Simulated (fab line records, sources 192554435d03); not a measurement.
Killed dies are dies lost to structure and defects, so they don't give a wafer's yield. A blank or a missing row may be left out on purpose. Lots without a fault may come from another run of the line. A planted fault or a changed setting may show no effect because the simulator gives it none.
One fault seen from 3 desks | flow n5_finfet | each desk has only its own numbers; what lay behind them comes last

THE DEFECT DESK
What the inspections along the route counted, lot by lot: means of the sampled wafers that have a number. A lot is out of limits, marked OUT, if its mean lies more than 4 standard deviations from the usual mean; the brackets give that distance.
Columns: A = raw_defect_count at N5_BEOL_M9_INSPECT_30, usual 436
lot  | first seen here | A
L332 | day 12 09:40    | 411
L334 | day 13 10:33    | 505
L333 | day 13 21:07    | 357
L337 | day 14 10:02    | 382
L343 | day 15 11:27    | 575
L341 | day 15 11:32    | 358
L344 | day 16 00:14    | 388
This desk's finding: nothing out of limits on any of the 7 lots.

THE TOOL OWNER'S DESK: rie_diel-04
The tool's own readings at N5_BEOL_M9_ETCH_66 (etches SOC in N2/H2, target depth 80 nm, overetch 16 nm, time 120 s): means of the sampled wafers that have a number, for each lot that ran on this tool. A lot is out of limits, marked OUT, if its mean lies more than 4 standard deviations from the usual mean; the brackets give that distance. Of its 8 readings 7 are shown: the one that was out of limits first, and those that lie furthest out on some lot.
Columns: A = bias_w at N5_BEOL_M9_ETCH_66, usual 150.0 W; B = chamber_pressure_mTorr at N5_BEOL_M9_ETCH_66, usual 29.998 mTorr; C = drypump_motor_current_A at N5_BEOL_M9_ETCH_66, usual 5.8 A; D = oes_product_au at N5_BEOL_M9_ETCH_66, usual 0.60 a.u.; E = rf_vpp_V at N5_BEOL_M9_ETCH_66, usual 523.1 V; F = run_length_s at N5_BEOL_M9_ETCH_66, usual 143.3 s; G = showerhead_plenum_p_Torr at N5_BEOL_M9_ETCH_66, usual 2.51 Torr
lot  | first seen here | A     | B      | C   | D    | E     | F                | G
L332 | day 12 10:16    | 150.2 | 29.967 | 5.5 | 0.58 | 520.4 | 143.5            | 2.44
L337 | day 14 10:12    | 150.2 | 30.011 | 5.7 | 0.54 | 523.4 | 146.6 (+6.9) OUT | 2.50
L341 | day 15 11:38    | 150.1 | 29.995 | 5.5 | 0.56 | 521.0 | 148.2 (+10) OUT  | 2.44
L344 | day 16 00:20    | 150.4 | 29.980 | 5.2 | 0.56 | 522.5 | 146.4 (+6.6) OUT | 2.47
This desk's finding: out of limits on L337, L341, L344; first on L337, day 14 10:12 (run_length_s at N5_BEOL_M9_ETCH_66). In limits: L332.

THE METROLOGY DESK
What the gauges read, lot by lot, whatever tool the lot ran on: means of the sampled wafers that have a number. A lot is out of limits, marked OUT, if its mean lies more than 4 standard deviations from the usual mean; the brackets give that distance.
Columns: A = cd_nm at N5_BEOL_M9_CD_MEAS_28, usual 69.94 nm; B = V8_OVL at N5_BEOL_M9_OVL_MEAS_29, usual 0.5 nm
lot  | first seen here | A     | B
L332 | day 12 09:35    | 70.04 | 0.5
L334 | day 13 10:28    | 69.61 | 1.4
L333 | day 13 21:01    | 70.05 | 0.4
L337 | day 14 09:58    | 70.34 | 0.9
L343 | day 15 11:22    | 69.89 | 1.2
L341 | day 15 11:26    | 69.93 | 0.3
L344 | day 16 00:08    | 70.06 | -0.2
This desk's finding: nothing out of limits on any of the 7 lots.

PUT TOGETHER
The tool owner's desk could have raised an alarm at day 14 10:12, on L337, L341, L344.
The defect desk saw nothing out of limits.
The metrology desk saw nothing out of limits.
The defect desk has L337, L341, L344 on record, within its limits.
The metrology desk has L337, L341, L344 on record, within its limits.
Of the lots named, all ran N5_BEOL_M9_ETCH_66 on rie_diel-04.

WHAT THE SIMULATOR HAD PUT IN
Process parameter drift: rie_diel-04, from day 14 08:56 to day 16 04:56, at N5_BEOL_M9_ETCH_66. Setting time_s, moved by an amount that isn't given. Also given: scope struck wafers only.
Lots struck among those shown: L337, L341, L344.
Hours from the fault's start to each desk's first reading out of limits: the tool owner's desk, 1.
